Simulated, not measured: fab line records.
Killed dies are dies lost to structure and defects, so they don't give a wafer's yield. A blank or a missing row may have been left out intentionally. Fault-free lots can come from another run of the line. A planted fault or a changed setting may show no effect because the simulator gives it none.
Which tool was responsible? | flow nandHarc | Sampling: 14 lots, 42 wafers, 4 of 1302 route steps

## WHAT THE GAUGES SHOWED, per wafer
NHARC_A_ONON_D2_THK_MEAS_08: measures by ellipsometry. Usual: 1001 nm for thkNm, sd 11.
lot  | measured     | on           | thkNm (nm)              | flag
L276 | day 12 07:40 | filmMetro-01 | 1001 1000 1001          | 
L277 | day 13 12:04 | filmMetro-02 | 997 996 995             | 
L278 | day 13 19:31 | filmMetro-01 | 994 995 997             | 
L279 | day 14 09:40 | filmMetro-01 | 1026 1026 1028          | 
L280 | day 14 09:30 | filmMetro-02 | 1000 1002 1002          | 
L282 | day 15 03:16 | filmMetro-02 | 1015 1011 1012          | 
L281 | day 15 03:14 | filmMetro-02 | 1007 1006 1006          | 
L284 | day 15 17:07 | filmMetro-02 | 1002 1000 1001          | 
L290 | day 18 10:17 | filmMetro-01 | 1006 1007 1005          | 
L292 | day 19 15:37 | filmMetro-01 | 567 567 566 567 566 564 | OFF
L296 | day 20 19:27 | filmMetro-02 | 987 987 986             | 
L295 | day 20 19:26 | filmMetro-01 | 597 597 597 597 595 596 | OFF
L297 | day 21 15:31 | filmMetro-02 | 982 980 981             | 
L298 | day 21 15:30 | filmMetro-01 | 1013 1014 1014          | 

## EACH LOT AND THE TOOL THAT RAN IT (in order: tool; ch and the chambers of the sampled wafers; start)
lot  | NHARC_A_CHANNEL_FILL_D1_ETCHBACK_08          | NHARC_A_DECK1_JOINT_DEP_16      | NHARC_A_ONON_D2_DEP_06
L276 | rieDiel-09 ch 0,2,3, day 12 05:39 or earlier | pecvd-01 ch 0,1,2, day 12 05:39 | pecvdOnon-04 ch 0, day 12 07:10
L277 | rieDiel-13 ch 0,3, day 13 10:06 or earlier   | pecvd-02 ch 0,2, day 13 10:06   | pecvdOnon-01 ch 0, day 13 11:37
L278 | rieDiel-13 ch 1,2,3, day 13 17:31 or earlier | pecvd-04 ch 0,2, day 13 17:31   | pecvdOnon-03 ch 0, day 13 19:04
L279 | rieDiel-09 ch 0,1,3, day 14 07:38 or earlier | pecvd-04 ch 1,2, day 14 07:38   | pecvdOnon-01 ch 0, day 14 09:17
L280 | rieDiel-09 ch 0,1,2, day 14 07:28 or earlier | pecvd-04 ch 1,2, day 14 07:28   | pecvdOnon-03 ch 0, day 14 09:02
L282 | rieDiel-09 ch 0,1, day 15 01:14 or earlier   | pecvd-01 ch 0,2, day 15 01:14   | pecvdOnon-04 ch 0, day 15 02:45
L281 | rieDiel-13 ch 0,2, day 15 01:14 or earlier   | pecvd-04 ch 0,2, day 15 01:14   | pecvdOnon-01 ch 0, day 15 02:43
L284 | rieDiel-13 ch 2,3, day 15 15:04 or earlier   | pecvd-02 ch 0,1,2, day 15 15:04 | pecvdOnon-04 ch 0, day 15 16:35
L290 | rieDiel-12 ch 0,1,3, day 18 08:16 or earlier | pecvd-01 ch 0,1,2, day 18 08:16 | pecvdOnon-01 ch 0, day 18 09:46
L292 | rieDiel-12 ch 1,3, day 19 13:40 or earlier   | pecvd-01 ch 0,2, day 19 13:40   | pecvdOnon-04 ch 0, day 19 15:10
L296 | rieDiel-13 ch 0,1,3, day 20 17:25 or earlier | pecvd-04 ch 0,2, day 20 17:25   | pecvdOnon-03 ch 0, day 20 19:00
L295 | rieDiel-12 ch 0,2,3, day 20 17:25 or earlier | pecvd-02 ch 1,2, day 20 17:25   | pecvdOnon-04 ch 0, day 20 18:56
L297 | rieDiel-13 ch 0,1,2, day 21 13:31 or earlier | pecvd-04 ch 0,2, day 21 13:31   | pecvdOnon-01 ch 0, day 21 15:01
L298 | rieDiel-09 ch 1,2,3, day 21 13:32 or earlier | pecvd-02 ch 0,1, day 21 13:32   | pecvdOnon-03 ch 0, day 21 15:07
- NHARC_A_CHANNEL_FILL_D1_ETCHBACK_08: etches the open film in C4F8, target depth 220 nm, time 110 s.
- NHARC_A_DECK1_JOINT_DEP_16: deposits SiO2, target thk 45 nm.
- NHARC_A_ONON_D2_DEP_06: target thk 1000 nm.

## AS READ BY THE TOOLS THEMSELVES (means over the sampled wafers that have a number; for cases with no such wafer, the mark the record gives instead)
NHARC_A_CHANNEL_FILL_D1_ETCHBACK_08. Usual: oesProductAu 0.96 a.u., standard deviation 0.036; rfFwdPowerW 596.2 W, standard deviation 2.3; rfVppV 441.5 V, standard deviation 2.9.
lot  | tool       | oesProductAu (a.u.) | rfFwdPowerW (W) | rfVppV (V) | flag
L276 | rieDiel-09 | 0.94                | 596.8           | 444.3      | 
L277 | rieDiel-13 | 0.99                | 595.5           | 438.4      | 
L278 | rieDiel-13 | 1.00                | 595.2           | 441.2      | 
L279 | rieDiel-09 | 0.99                | 594.5           | 442.7      | 
L280 | rieDiel-09 | 0.92                | 594.8           | 443.5      | 
L282 | rieDiel-09 | 0.91                | 598.3           | 443.5      | 
L281 | rieDiel-13 | 0.93                | 596.1           | 440.0      | 
L284 | rieDiel-13 | 1.00                | 596.6           | 442.2      | 
L290 | rieDiel-12 | 0.93                | 599.3           | 443.2      | 
L292 | rieDiel-12 | 0.94                | 596.4           | 444.8      | 
L296 | rieDiel-13 | 0.93                | 595.9           | 438.9      | 
L295 | rieDiel-12 | 1.02                | 595.0           | 439.5      | 
L297 | rieDiel-13 | 0.93                | 593.9           | 441.4      | 
L298 | rieDiel-09 | 0.92                | 595.8           | 443.5      | 

NHARC_A_DECK1_JOINT_DEP_16. Usual: heaterPowerW 572 W, standard deviation 75; rfFwdPowerW 895.5 W, standard deviation 2.8; susceptorTempC 399.99 C, standard deviation 0.23; throttleValvePct 15.9 %, standard deviation 0.54.
lot  | tool     | heaterPowerW (W) | rfFwdPowerW (W) | susceptorTempC (C) | throttleValvePct (%) | flag
L276 | pecvd-01 | 571              | 895.9           | 400.01             | 16.1                 | 
L277 | pecvd-02 | 703              | 896.9           | 400.08             | 16.2                 | 
L278 | pecvd-04 | 581              | 894.4           | 399.96             | 15.3                 | 
L279 | pecvd-04 | 556              | 894.1           | 399.93             | 16.5                 | 
L280 | pecvd-04 | 517              | 895.0           | 399.99             | 16.3                 | 
L282 | pecvd-01 | 594              | 893.4           | 399.96             | 15.9                 | 
L281 | pecvd-04 | 547              | 896.6           | 399.91             | 15.6                 | 
L284 | pecvd-02 | 576              | 893.4           | 399.94             | 15.7                 | 
L290 | pecvd-01 | 634              | 895.0           | 399.99             | 15.8                 | 
L292 | pecvd-01 | 598              | 894.8           | 399.61             | 16.0                 | 
L296 | pecvd-04 | 554              | 896.1           | 399.90             | 15.4                 | 
L295 | pecvd-02 | 607              | 894.1           | 399.69             | 15.9                 | 
L297 | pecvd-04 | 597              | 901.2           | 400.17             | 15.7                 | 
L298 | pecvd-02 | 597              | 900.4           | 399.95             | 15.8                 | 

NHARC_A_ONON_D2_DEP_06. Usual: n2oFlowSccm 1999 sccm, standard deviation 5.6; susceptorTempC 400.01 C, standard deviation 0.22.
lot  | tool         | n2oFlowSccm (sccm) | susceptorTempC (C) | flag
L276 | pecvdOnon-04 | 2001               | 399.97             | 
L277 | pecvdOnon-01 | 2004               | 399.96             | 
L278 | pecvdOnon-03 | 1999               | 400.12             | 
L279 | pecvdOnon-01 | 1995               | 399.63             | 
L280 | pecvdOnon-03 | 1998               | 399.77             | 
L282 | pecvdOnon-04 | 1996               | 400.01             | 
L281 | pecvdOnon-01 | 1995               | 399.90             | 
L284 | pecvdOnon-04 | 1995               | 399.87             | 
L290 | pecvdOnon-01 | 1994               | 399.95             | 
L292 | pecvdOnon-04 | 2004               | 400.04             | 
L296 | pecvdOnon-03 | 2009               | 399.97             | 
L295 | pecvdOnon-04 | 1995               | 399.96             | 
L297 | pecvdOnon-01 | 2002               | 400.19             | 
L298 | pecvdOnon-03 | 1997               | 400.11             | 

## THE ANSWER, worked out from the rows above alone
Rule: a lot counts as off when the mean over its wafers that have a number is more than 3 standard deviations away from the usual mean. A lot without any number at a reading at which 4 lots or more have one is off too. The other lots that the step has rows for count as sound. After the gauges, taken in route order, come the tools' own readings; for these a lot's mean is taken, as printed above. The first step at which some lot is off is used, and at that step the reading that is off furthest; a lot without a number counts as furthest.
Off at NHARC_A_ONON_D2_THK_MEAS_08 (thkNm): L292, L295.
If a tool, at a process step before that reading, ran all the lots that are off and no sound lot after the first of them, it fits. The gauges at NHARC_A_ONON_D2_THK_MEAS_08 are tried like those tools. Because NHARC_A_CHANNEL_FILL_D1_ETCHBACK_08 lacks a start for some lots, the hours and order of its lots are taken from NHARC_A_DECK1_JOINT_DEP_16. Can't be told from this: 2 tools fit, rieDiel-12 at NHARC_A_CHANNEL_FILL_D1_ETCHBACK_08, pecvdOnon-04 at NHARC_A_ONON_D2_DEP_06.

## WHAT THE SIMULATOR HAD PUT IN
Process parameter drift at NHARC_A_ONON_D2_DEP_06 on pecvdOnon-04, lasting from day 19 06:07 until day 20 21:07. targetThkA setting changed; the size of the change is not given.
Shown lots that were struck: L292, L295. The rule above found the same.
